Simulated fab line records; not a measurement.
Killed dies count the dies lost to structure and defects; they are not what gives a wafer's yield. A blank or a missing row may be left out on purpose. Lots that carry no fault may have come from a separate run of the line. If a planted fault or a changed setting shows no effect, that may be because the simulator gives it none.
Which tool is to blame? -- flow nand-harc -- 72 wafers from 24 lots sampled at 6 of the route's 1302 steps

WHAT EACH GAUGE READ, for each wafer
NHARC_A_CONTACT_CD_MEAS_08: target cd 200 nm.
lot,measured,on,cd-nm (nm)
L074,day 21 23:58,cd-sem-03,200.3 199.8 200.0
L077,day 22 21:01,cd-sem-01,200.1 199.4 199.6
L075,day 22 22:50,cd-sem-02,199.6 199.9 200.4
L076,day 23 02:21,cd-sem-02,200.4 199.9 200.2
L078,day 23 14:48,cd-sem-01,199.9 199.7 200.0
L079,day 24 06:11,cd-sem-01,200.8 201.3 201.8
L080,day 24 13:20,cd-sem-01,199.2 199.5 199.5
L081,day 25 05:35,cd-sem-01,199.8 199.6 200.3
L084,day 26 10:33,cd-sem-02,199.6 199.7 200.0
L085,day 26 13:39,cd-sem-01,200.2 200.5 200.3
L083,day 26 14:14,cd-sem-01,199.6 200.0 200.6
L082,day 26 18:36,cd-sem-02,199.9 200.4 200.3
L086,day 27 02:29,cd-sem-02,200.7 200.8 199.9
L089,day 27 19:34,cd-sem-01,200.9 200.3 200.1
L088,day 27 19:55,cd-sem-02,199.4 200.2 199.6
L087,day 28 03:01,cd-sem-02,199.8 200.2 200.1
L090,day 28 19:36,cd-sem-01,199.7 199.9 199.6
L092,day 29 14:37,cd-sem-01,199.7 199.3 199.7
L093,day 29 20:25,cd-sem-02,199.2 199.3 199.5
L091,day 30 08:40,cd-sem-02,200.9 200.8 200.7
L094,day 30 17:40,cd-sem-03,200.0 200.3 199.4
L097,day 31 02:06,cd-sem-02,200.0 200.7 199.7
L095,day 31 02:26,cd-sem-02,200.0 199.8 200.6
L096,day 31 17:05,cd-sem-01,200.7 200.8 200.7

NHARC_A_M0_INSPECT_11.
lot,measured,on,raw-defect-count
L074,day 22 10:30,defect-inspect-02,83 70 70
L077,day 23 08:04,defect-inspect-01,22 19 13
L075,day 23 09:58,defect-inspect-01,86 94 101
L076,day 23 13:15,defect-inspect-02,94 93 88
L078,day 24 01:20,defect-inspect-01,68 60 70
L079,day 24 16:49,defect-inspect-02,79 66 69
L080,day 25 01:04,defect-inspect-02,98 93 116
L081,day 25 15:58,defect-inspect-01,118 110 134
L084,day 26 21:35,defect-inspect-01,88 78 90
L085,day 27 00:18,defect-inspect-01,55 38 36
L083,day 27 00:55,defect-inspect-01,65 70 68
L082,day 27 05:25,defect-inspect-01,69 87 83
L086,day 27 14:40,defect-inspect-01,86 91 87
L089,day 28 06:57,defect-inspect-02,75 84 71
L088,day 28 07:24,defect-inspect-02,84 93 91
L087,day 28 13:54,defect-inspect-02,121 98 78
L090,day 29 06:08,defect-inspect-02,109 103 113
L092,day 30 00:57,defect-inspect-02,63 61 65
L093,day 30 07:01,defect-inspect-01,123 121 93
L091,day 30 19:10,defect-inspect-02,76 78 73
L094,day 31 04:38,defect-inspect-01,82 75 66
L097,day 31 12:55,defect-inspect-01,134 120 152
L095,day 31 13:49,defect-inspect-01,17 21 26
L096,day 32 03:28,defect-inspect-01,88 108 113

NHARC_A_M1_OVL_MEAS_10: pitch 240 nm.
lot,measured,on,overlay-x-nm (nm),overlay-y-nm (nm)
L074,day 22 14:31,overlay-01,1.1 1.0 0.7,1.7 1.4 1.3
L077,day 23 12:02,overlay-02,1.2 1.2 0.8,-0.9 -0.1 -0.7
L075,day 23 13:58,overlay-01,0.1 0.4 0.2,0.8 0.4 0.3
L076,day 23 17:17,overlay-01,-1.2 -0.8 -0.9,0.2 0.7 0.3
L078,day 24 05:22,overlay-01,-1.5 -2.7 -2.5,0.7 0.7 1.0
L079,day 24 21:20,overlay-01,0.6 0.5 0.9,0.7 0.0 0.7
L080,day 25 05:09,overlay-02,0.8 1.0 1.4,0.3 0.9 0.5
L081,day 25 19:51,overlay-01,0.6 0.0 0.5,-0.4 -0.1 0.1
L084,day 27 01:36,overlay-02,-0.6 -0.5 -0.1,-0.2 -0.6 -0.3
L085,day 27 04:35,overlay-02,1.2 0.8 0.7,0.2 0.2 0.5
L083,day 27 04:58,overlay-02,1.0 1.3 0.7,-0.6 -0.5 -0.8
L082,day 27 09:58,overlay-02,0.0 -0.1 0.3,-0.8 -0.6 -0.8
L086,day 27 18:37,overlay-02,1.3 0.9 1.1,-0.4 -0.2 -0.4
L089,day 28 10:58,overlay-01,-0.3 -0.3 -0.1,0.9 1.3 1.6
L088,day 28 11:44,overlay-01,-1.3 -1.0 -1.0,0.2 0.1 -0.4
L087,day 28 17:56,overlay-01,-0.1 0.1 0.4,-0.1 0.2 0.2
L090,day 29 10:15,overlay-02,1.9 1.8 1.6,-0.3 -0.6 -0.4
L092,day 30 04:58,overlay-02,-0.6 -0.6 -0.5,0.3 0.1 0.2
L093,day 30 11:02,overlay-01,1.6 1.9 1.6,0.0 -0.7 -0.5
L091,day 30 23:14,overlay-02,-0.2 0.0 -0.4,-0.7 -0.6 -0.6
L094,day 31 08:40,overlay-02,1.7 2.4 2.2,1.1 0.3 0.9
L097,day 31 16:54,overlay-01,0.0 0.3 0.0,-0.6 -1.0 -1.1
L095,day 31 18:05,overlay-01,1.0 1.0 0.5,-1.0 -0.6 -1.1
L096,day 32 07:29,overlay-02,-0.8 -0.6 -1.2,-0.7 -0.4 -0.4

WHAT TOOL EACH LOT RAN ON (gives the tool, then ch and the chambers of the sampled wafers, and finally the start)
lot,NHARC_A_CONTACT_ETCH_135,NHARC_A_BLC_ALD_23,NHARC_A_M0_ETCH_34
L074,"har-cap-etch-02 ch 0,1, day 22 01:28","ald-metal-02 ch 0,1,2, day 22 08:29","rie-diel-02 ch 0,2,3, day 22 10:39"
L077,"har-cap-etch-03 ch 0,1, day 22 22:43","ald-metal-04 ch 0,1, day 23 05:56","rie-diel-02 ch 2,3, day 23 08:13"
L075,"har-cap-etch-02 ch 0,1, day 23 00:20","ald-metal-02 ch 1,2,3, day 23 07:17","rie-diel-12 ch 0,1,3, day 23 10:06"
L076,"har-cap-etch-03 ch 0, day 23 04:01","ald-metal-04 ch 2,3, day 23 11:05","rie-diel-02 ch 0,2,3, day 23 13:24"
L078,"har-cap-etch-01 ch 0,1, day 23 16:19","ald-metal-04 ch 0,1,2, day 23 23:10","rie-diel-09 ch 0,2,3, day 24 01:29"
L079,"har-cap-etch-01 ch 1, day 24 07:44","ald-metal-01 ch 1,2,3, day 24 14:40","rie-diel-09 ch 0,2, day 24 16:58"
L080,"har-cap-etch-03 ch 0,1, day 24 16:16","ald-metal-02 ch 2,3, day 24 22:54","rie-diel-12 ch 0,2, day 25 01:13"
L081,"har-cap-etch-02 ch 0,1, day 25 07:06","ald-metal-02 ch 1,2,3, day 25 13:49","rie-diel-12 ch 1,2,3, day 25 16:07"
L084,"har-cap-etch-01 ch 0,1, day 26 12:26","ald-metal-01 ch 0,1,2, day 26 19:25","rie-diel-12 ch 1,3, day 26 21:44"
L085,"har-cap-etch-03 ch 0,1, day 26 15:10","ald-metal-02 ch 0,1,3, day 26 22:11","rie-diel-02 ch 1,2, day 27 00:27"
L083,"har-cap-etch-02 ch 0, day 26 15:49","ald-metal-04 ch 2,3, day 26 22:44","rie-diel-09 ch 0,2,3, day 27 01:04"
L082,"har-cap-etch-03 ch 0,1, day 26 20:31","ald-metal-02 ch 0,1,2, day 27 03:17","rie-diel-09 ch 1,2,3, day 27 05:34"
L086,"har-cap-etch-02 ch 0,1, day 27 05:29","ald-metal-01 ch 1,3, day 27 12:31","rie-diel-09 ch 0,2,3, day 27 14:49"
L089,"har-cap-etch-01 ch 0,1, day 27 21:29","ald-metal-02 ch 0,2,3, day 28 04:48","rie-diel-02 ch 0,1,3, day 28 07:06"
L088,"har-cap-etch-02 ch 0,1, day 27 21:57","ald-metal-01 ch 1,2,3, day 28 05:15","rie-diel-02 ch 0,2,3, day 28 07:33"
L087,"har-cap-etch-02 ch 1, day 28 04:43","ald-metal-01 ch 0,1,2, day 28 11:52","rie-diel-02 ch 0,2, day 28 14:03"
L090,"har-cap-etch-02 ch 0,1, day 28 21:11","ald-metal-01 ch 0,2,3, day 29 04:01","rie-diel-02 ch 0,3, day 29 06:17"
L092,"har-cap-etch-01 ch 0,1, day 29 16:12","ald-metal-04 ch 1,2, day 29 22:56","rie-diel-09 ch 1,2,3, day 30 01:07"
L093,"har-cap-etch-03 ch 0,1, day 29 21:57","ald-metal-01 ch 0,3, day 30 04:52","rie-diel-12 ch 0,2,3, day 30 07:11"
L091,"har-cap-etch-02 ch 0, day 30 10:11","ald-metal-02 ch 0,2,3, day 30 17:11","rie-diel-02 ch 1,2,3, day 30 19:19"
L094,"har-cap-etch-02 ch 0,1, day 30 19:14","ald-metal-04 ch 0,1, day 31 02:27","rie-diel-09 ch 1,2, day 31 04:48"
L097,"har-cap-etch-01 ch 0,1, day 31 03:46","ald-metal-01 ch 1,2,3, day 31 10:39","rie-diel-09 ch 0,1, day 31 13:03"
L095,"har-cap-etch-03 ch 0,1, day 31 04:10","ald-metal-02 ch 0,1,3, day 31 10:59","rie-diel-12 ch 0,2,3, day 31 13:58"
L096,"har-cap-etch-03 ch 1, day 31 18:38","ald-metal-01 ch 0,1,3, day 32 01:17","rie-diel-02 ch 0,2, day 32 03:37"
- NHARC_A_CONTACT_ETCH_135: etches the open film in C4F8/O2/Ar, time 311 s, target depth 1912 nm.
- NHARC_A_BLC_ALD_23: deposits TiN, target thk 3 nm, pulse time 1 s, ald cycles 150.
- NHARC_A_M0_ETCH_34: etches the open film in N2/H2, target depth 40 nm, overetch 12 nm, time 43.94 s.

WHAT THE TOOLS THEMSELVES READ (means of the sampled wafers that have a number; where no wafer has one, the mark that the record gives instead)
NHARC_A_BLC_ALD_23.
lot,tool,heater-power-w (W),precursor-pulse-height-rel
L074,ald-metal-02,1066,0.983
L077,ald-metal-04,1023,0.987
L075,ald-metal-02,1068,0.986
L076,ald-metal-04,1097,1.004
L078,ald-metal-04,1025,0.987
L079,ald-metal-01,1044,0.979
L080,ald-metal-02,1117,1.033
L081,ald-metal-02,1066,1.001
L084,ald-metal-01,1058,0.994
L085,ald-metal-02,1102,1.024
L083,ald-metal-04,1179,0.985
L082,ald-metal-02,1074,0.990
L086,ald-metal-01,1032,1.006
L089,ald-metal-02,1120,1.013
L088,ald-metal-01,1033,1.001
L087,ald-metal-01,1061,0.991
L090,ald-metal-01,1102,1.010
L092,ald-metal-04,1033,0.989
L093,ald-metal-01,1109,1.016
L091,ald-metal-02,1133,1.015
L094,ald-metal-04,1022,1.009
L097,ald-metal-01,1025,1.004
L095,ald-metal-02,1113,0.979
L096,ald-metal-01,1048,1.001

NHARC_A_M0_ETCH_34.
lot,tool,drypump-motor-current-A (A),oes-product-au (a.u.),rf-vpp-V (V),showerhead-plenum-p-Torr (Torr),throttle-valve-pct (%)
L074,rie-diel-02,5.5,1.002,430.9,2.06,14.167
L077,rie-diel-02,5.4,0.995,430.9,2.06,14.171
L075,rie-diel-12,5.6,1.004,432.7,2.12,14.175
L076,rie-diel-02,5.5,0.999,431.2,2.05,14.166
L078,rie-diel-09,6.0,1.005,429.4,1.99,14.180
L079,rie-diel-09,5.6,1.006,429.5,2.01,14.173
L080,rie-diel-12,5.3,1.005,432.2,2.11,14.170
L081,rie-diel-12,5.6,1.011,431.9,2.11,14.167
L084,rie-diel-12,5.6,1.000,433.1,2.13,14.173
L085,rie-diel-02,5.8,0.988,427.9,1.97,14.173
L083,rie-diel-09,6.0,0.997,429.0,1.99,14.170
L082,rie-diel-09,5.8,0.995,428.4,1.94,14.165
L086,rie-diel-09,6.0,1.002,429.0,1.99,14.174
L089,rie-diel-02,5.4,0.999,432.2,2.12,14.170
L088,rie-diel-02,5.5,0.994,431.7,2.05,14.173
L087,rie-diel-02,5.6,1.005,430.9,2.05,14.180
L090,rie-diel-02,5.4,0.989,433.8,2.13,14.172
L092,rie-diel-09,5.8,1.002,427.5,1.94,14.175
L093,rie-diel-12,5.3,1.000,432.7,2.12,14.173
L091,rie-diel-02,5.5,0.996,430.1,2.04,14.170
L094,rie-diel-09,5.6,1.000,428.7,1.97,14.180
L097,rie-diel-09,6.2,0.990,430.8,2.06,14.168
L095,rie-diel-12,5.3,0.992,432.6,2.12,14.168
L096,rie-diel-02,5.8,1.000,428.8,1.97,14.168

THE ANSWER, worked out from the rows above alone
Rule: what is usual is taken from the lots themselves. Put in order of their means at a reading, lots are off if they are a third of the lots or fewer, leave a main group of 4 or more, and stand apart from it by a gap of 3 or more times the standard deviation of the main group's means; of several such gaps the widest counts. A main group is skipped when, at the precision printed for the reading in the tables above, its means are all equal. Also off: a lot with no number at a reading for which 4 or more lots have one. Where the step has rows for the other lots, those lots are counted as sound. Order of review: gauges by route order, followed by the tools' own readings, for which a lot's mean as printed above is used. The first step at which some lot is off is used, and at that step the reading that is off furthest; a lot without a number counts as furthest.
No lot is off at any reading shown: from this, nothing can be told.

WHAT WAS PUT IN BY THE SIMULATOR
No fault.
